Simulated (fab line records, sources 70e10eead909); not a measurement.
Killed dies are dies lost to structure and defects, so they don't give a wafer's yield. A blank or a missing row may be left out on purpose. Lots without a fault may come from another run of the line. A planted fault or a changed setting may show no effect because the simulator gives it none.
Which tool did it? | flow nand_harc | 12 lots, 36 wafers sampled, at 6 steps of a route of 1159

WHAT THE GAUGES READ, wafer by wafer
NHARC_P_ZERO_WELL_CD_MEAS_37: target cd 720 nm.
lot  | measured    | on        | cd_nm (nm)
L264 | day 1 16:31 | cd_sem-03 | 718.3 720.0 721.0
L266 | day 2 04:15 | cd_sem-03 | 719.0 720.4 717.7
L267 | day 2 10:13 | cd_sem-03 | 719.3 718.1 718.6
L268 | day 2 16:14 | cd_sem-01 | 719.8 722.5 719.5
L269 | day 2 22:02 | cd_sem-01 | 718.0 718.0 717.0
L270 | day 3 04:14 | cd_sem-01 | 718.7 721.6 718.7
L271 | day 3 10:16 | cd_sem-01 | 721.5 718.7 718.4
L273 | day 3 22:15 | cd_sem-03 | 717.9 719.1 722.0
L277 | day 4 21:58 | cd_sem-03 | 720.0 720.3 720.4
L282 | day 6 04:07 | cd_sem-03 | 719.2 719.9 718.2
L284 | day 6 16:02 | cd_sem-03 | 718.8 717.0 717.3
L286 | day 7 04:00 | cd_sem-02 | 719.9 719.7 722.4

NHARC_P_STI_INSPECT_11.
lot  | measured    | on                | raw_defect_count
L264 | day 2 13:19 | defect_inspect-01 | 7 10 8
L266 | day 3 03:34 | defect_inspect-01 | 9 3 4
L267 | day 3 03:37 | defect_inspect-02 | 6 5 6
L268 | day 3 11:02 | defect_inspect-01 | 1 5 8
L269 | day 3 18:34 | defect_inspect-02 | 10 8 4
L270 | day 3 22:55 | defect_inspect-02 | 0 2 7
L271 | day 4 05:07 | defect_inspect-01 | 4 7 3
L273 | day 4 18:43 | defect_inspect-01 | 3 10 7
L277 | day 5 16:40 | defect_inspect-01 | 5 8 5
L282 | day 6 22:48 | defect_inspect-02 | 14 12 12
L284 | day 7 12:53 | defect_inspect-01 | 5 6 1
L286 | day 8 00:41 | defect_inspect-02 | 16 14 14

NHARC_END_SORT_01.
lot  | measured     | on        | killed_at_array | killed_at_other | killed_at_periphery | killed_dies | killed_open | killed_short
L282 | day 25 15:17 | prober-01 | 7 13 11         | 0 0 0           | 12 7 9              | 19 20 20    | 2 3 2       | 1 0 1
L286 | day 25 23:50 | prober-01 | 17 17 19        | 0 0 1           | 12 12 13            | 29 29 33    | 3 3 3       | 3 2 2

WHICH TOOL RAN EACH LOT (tool, then ch and the chambers of the sampled wafers, then the start)
lot  | NHARC_P_STI_OXIDE_29         | NHARC_P_STI_ETCH_31                          | NHARC_P_GATE_HM_DEP_102
L264 | furnace-07 ch 0, day 2 01:59 | rie_diel-05 ch 1,2, day 4 19:05 or earlier   | acl_dep-02 ch 0, day 4 19:05
L266 | furnace-03 ch 0, day 2 16:06 | rie_diel-05 ch 1,2,3, day 5 06:34 or earlier | acl_dep-01 ch 0, day 5 06:34
L267 | furnace-03 ch 0, day 2 16:06 | rie_diel-03 ch 0,1,2, day 5 07:08 or earlier | acl_dep-03 ch 0, day 5 07:08
L268 | furnace-08 ch 0, day 2 23:41 | rie_diel-03 ch 1,2, day 5 15:56 or earlier   | acl_dep-01 ch 0, day 5 15:56
L269 | furnace-07 ch 0, day 3 07:08 | rie_diel-11 ch 0,1, day 5 21:07 or earlier   | acl_dep-02 ch 0, day 5 21:07
L270 | furnace-03 ch 0, day 3 11:28 | rie_diel-03 ch 0,1,3, day 6 05:40 or earlier | acl_dep-01 ch 0, day 6 05:40
L271 | furnace-07 ch 0, day 3 17:35 | rie_diel-11 ch 0,2,3, day 6 08:23 or earlier | acl_dep-02 ch 0, day 6 08:23
L273 | furnace-07 ch 0, day 4 07:10 | rie_diel-05 ch 1,2,3, day 6 22:12 or earlier | acl_dep-01 ch 0, day 6 22:12
L277 | furnace-03 ch 0, day 5 05:15 | rie_diel-05 ch 0,1,2, day 7 18:34 or earlier | acl_dep-03 ch 0, day 7 18:34
L282 | furnace-03 ch 0, day 6 11:25 | rie_diel-11 ch 2,3, day 9 04:17 or earlier   | acl_dep-03 ch 0, day 9 04:17
L284 | furnace-07 ch 0, day 7 01:28 | rie_diel-05 ch 1,2,3, day 9 14:40 or earlier | acl_dep-02 ch 0, day 9 14:40
L286 | furnace-03 ch 0, day 7 13:15 | rie_diel-03 ch 0,1, day 10 05:35 or earlier  | acl_dep-01 ch 0, day 10 05:35
- NHARC_P_STI_OXIDE_29: material SiO2, target thk 10 nm, ox time 1362 s.
- NHARC_P_STI_ETCH_31: etches the open film in CF4/CHF3, target depth 108.9 nm, time 54.5 s.
- NHARC_P_GATE_HM_DEP_102: deposits aC, target thk 120 nm.

WHAT THE TOOLS THEMSELVES READ (means of the sampled wafers that have a number; where no wafer has one, the mark that the record gives instead)
NHARC_P_STI_OXIDE_29.
lot  | tool       | spike_tc_top_C (C) | zone_power_upper_pct (%)
L264 | furnace-07 | 911.1              | 19.9
L266 | furnace-03 | 908.3              | 16.6
L267 | furnace-03 | 907.8              | 16.7
L268 | furnace-08 | 913.7              | 18.6
L269 | furnace-07 | 910.8              | 19.8
L270 | furnace-03 | 907.7              | 16.6
L271 | furnace-07 | 910.6              | 20.0
L273 | furnace-07 | 912.0              | 19.7
L277 | furnace-03 | 907.9              | 16.6
L282 | furnace-03 | 907.7              | 16.6
L284 | furnace-07 | 912.3              | 19.8
L286 | furnace-03 | 907.2              | 16.7

NHARC_P_STI_ETCH_31.
lot  | tool        | chf3_flow_sccm (sccm) | drypump_motor_current_A (A) | oes_product_au (a.u.) | rf_vpp_V (V) | showerhead_plenum_p_Torr (Torr) | throttle_valve_pct (%)
L264 | rie_diel-05 | 29.98                 | 5.8                         | 0.969                 | 375.0        | 1.69                            | 16.804
L266 | rie_diel-05 | 29.96                 | 5.5                         | 0.963                 | 374.8        | 1.69                            | 16.796
L267 | rie_diel-03 | 30.00                 | 5.4                         | 0.960                 | 371.6        | 1.61                            | 16.793
L268 | rie_diel-03 | 30.00                 | 4.9                         | 0.969                 | 371.3        | 1.60                            | 16.799
L269 | rie_diel-11 | 30.05                 | 5.4                         | 0.983                 | 370.2        | 1.60                            | 16.802
L270 | rie_diel-03 | 30.00                 | 5.6                         | 0.962                 | 372.2        | 1.65                            | 16.811
L271 | rie_diel-11 | 29.92                 | 5.6                         | 0.964                 | 371.8        | 1.60                            | 16.804
L273 | rie_diel-05 | 30.04                 | 5.5                         | 0.967                 | 373.9        | 1.69                            | 16.805
L277 | rie_diel-05 | 29.98                 | 5.9                         | 0.973                 | 374.3        | 1.67                            | 16.804
L282 | rie_diel-11 | 30.02                 | 5.9                         | 0.959                 | 371.3        | 1.60                            | 16.801
L284 | rie_diel-05 | 30.06                 | 5.4                         | 0.965                 | 374.5        | 1.69                            | 16.804
L286 | rie_diel-03 | 30.05                 | 5.9                         | 0.964                 | 372.5        | 1.65                            | 16.807

NHARC_P_GATE_HM_DEP_102.
lot  | tool       | throttle_valve_pct (%)
L264 | acl_dep-02 | 34.998
L266 | acl_dep-01 | 34.997
L267 | acl_dep-03 | 35.003
L268 | acl_dep-01 | 35.003
L269 | acl_dep-02 | 34.994
L270 | acl_dep-01 | 35.001
L271 | acl_dep-02 | 35.008
L273 | acl_dep-01 | 35.000
L277 | acl_dep-03 | 35.014
L282 | acl_dep-03 | 35.007
L284 | acl_dep-02 | 35.003
L286 | acl_dep-01 | 34.993

THE ANSWER, worked out from the rows above alone
Rule: what is usual is taken from the lots themselves. Put in order of their means at a reading, lots are off if they are a third of the lots or fewer, leave a main group of 4 or more, and stand apart from it by a gap of 3 or more times the standard deviation of the main group's means; of several such gaps the widest counts. A main group whose means are all the same, to the digits that the tables above print for the reading, isn't used. A lot without any number at a reading at which 4 lots or more have one is off too. The other lots that the step has rows for count as sound. The gauges are gone through in route order, then the tools' own readings, and for those a lot's mean is taken as printed above. The first step at which some lot is off is used, and at that step the reading that is off furthest; a lot without a number counts as furthest.
No lot is off at any reading shown: from this, nothing can be told.

WHAT THE SIMULATOR HAD PUT IN
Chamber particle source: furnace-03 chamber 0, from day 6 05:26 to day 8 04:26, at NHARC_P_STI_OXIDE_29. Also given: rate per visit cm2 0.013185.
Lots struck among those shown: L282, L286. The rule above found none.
